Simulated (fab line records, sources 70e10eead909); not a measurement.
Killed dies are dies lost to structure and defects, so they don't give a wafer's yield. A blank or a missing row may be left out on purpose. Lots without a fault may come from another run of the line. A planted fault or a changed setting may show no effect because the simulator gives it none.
Which tool did it? | flow nand_harc | 11 lots, 33 wafers sampled, at 5 steps of a route of 1302

WHAT THE GAUGES READ, wafer by wafer
NHARC_P_M0_INSPECT_27.
lot  | measured     | on                | raw_defect_count
L075 | day 6 16:07  | defect_inspect-02 | 289 278 212
L077 | day 7 13:28  | defect_inspect-01 | 147 230 172
L079 | day 8 03:55  | defect_inspect-01 | 272 337 245
L081 | day 8 22:39  | defect_inspect-01 | 203 191 137
L083 | day 9 22:11  | defect_inspect-01 | 326 559 360
L085 | day 10 18:56 | defect_inspect-02 | 302 427 348
L087 | day 11 14:54 | defect_inspect-01 | 629 304 332
L089 | day 12 14:26 | defect_inspect-02 | 205 192 224
L091 | day 13 05:42 | defect_inspect-02 | 418 265 347
L093 | day 14 07:40 | defect_inspect-01 | 426 415 231
L095 | day 15 17:40 | defect_inspect-01 | 148 384 174

WHICH TOOL RAN EACH LOT (tool, then ch and the chambers of the sampled wafers, then the start)
lot  | NHARC_P_GATE_DESCUM_93            | NHARC_P_CONTACT_ETCH_31                       | NHARC_P_CONTACT_STRIP_28           | NHARC_P_CONTACT_PVD_32
L075 | rie_diel-01 ch 0,2,3, day 6 04:30 | rie_diel-08 ch 0,1,2, day 6 10:08 or earlier  | rie_diel-11 ch 1,2, day 6 10:08    | pvd_sputter-02, day 6 16:07 or earlier
L077 | rie_diel-07 ch 0,2, day 7 01:55   | rie_diel-11 ch 0,1,2, day 7 07:37 or earlier  | rie_diel-08 ch 2,3, day 7 07:37    | pvd_sputter-01, day 7 13:28 or earlier
L079 | rie_diel-01 ch 0,1, day 7 16:43   | rie_diel-09 ch 0,1,3, day 7 22:14 or earlier  | rie_diel-08 ch 1,2,3, day 7 22:14  | pvd_sputter-03, day 8 03:55 or earlier
L081 | rie_diel-07 ch 0,1,2, day 8 11:23 | rie_diel-08 ch 1,2,3, day 8 17:00 or earlier  | rie_diel-11 ch 1,2, day 8 17:00    | pvd_sputter-01, day 8 22:39 or earlier
L083 | rie_diel-01 ch 0,2,3, day 9 10:47 | rie_diel-11 ch 0,1,3, day 9 16:33 or earlier  | rie_diel-09 ch 2,3, day 9 16:33    | pvd_sputter-02, day 9 22:11 or earlier
L085 | rie_diel-07 ch 0,1, day 10 07:37  | rie_diel-08 ch 1,3, day 10 13:14 or earlier   | rie_diel-11 ch 0,1, day 10 13:14   | pvd_sputter-02, day 10 18:56 or earlier
L087 | rie_diel-01 ch 0,2, day 11 03:08  | rie_diel-08 ch 0,1,3, day 11 09:12 or earlier | rie_diel-11 ch 0,3, day 11 09:12   | pvd_sputter-03, day 11 14:54 or earlier
L089 | rie_diel-02 ch 0,1, day 12 02:42  | rie_diel-09 ch 1,2,3, day 12 08:25 or earlier | rie_diel-11 ch 1,2,3, day 12 08:25 | pvd_sputter-01, day 12 14:26 or earlier
L091 | rie_diel-02 ch 0,2, day 12 18:36  | rie_diel-08 ch 0,2,3, day 13 00:08 or earlier | rie_diel-09 ch 1,3, day 13 00:08   | pvd_sputter-03, day 13 05:42 or earlier
L093 | rie_diel-07 ch 0,3, day 13 20:28  | rie_diel-08 ch 0,1,3, day 14 02:07 or earlier | rie_diel-11 ch 0,1,2, day 14 02:07 | pvd_sputter-01, day 14 07:40 or earlier
L095 | rie_diel-02 ch 2,3, day 15 05:44  | rie_diel-08 ch 2,3, day 15 11:46 or earlier   | rie_diel-11 ch 0,1,3, day 15 11:46 | pvd_sputter-01, day 15 17:40 or earlier
- NHARC_P_GATE_DESCUM_93: chemistry O2, time 3 s.
- NHARC_P_CONTACT_ETCH_31: etches the open film in CH3F/O2, target depth 30 nm, time 85.7 s.
- NHARC_P_CONTACT_STRIP_28: strips in O2.
- NHARC_P_CONTACT_PVD_32: deposits Ti, target thk 5 nm, time 17.7 s.

THE ANSWER, worked out from the rows above alone
Rule: what is usual is taken from the lots themselves. Put in order of their means at a reading, lots are off if they are a third of the lots or fewer, leave a main group of 4 or more, and stand apart from it by a gap of 3 or more times the standard deviation of the main group's means; of several such gaps the widest counts. A main group whose means are all the same, to the digits that the tables above print for the reading, isn't used. A lot without any number at a reading at which 4 lots or more have one is off too. The other lots that the step has rows for count as sound.
No lot is off at any reading shown: from this, nothing can be told.

WHAT THE SIMULATOR HAD PUT IN
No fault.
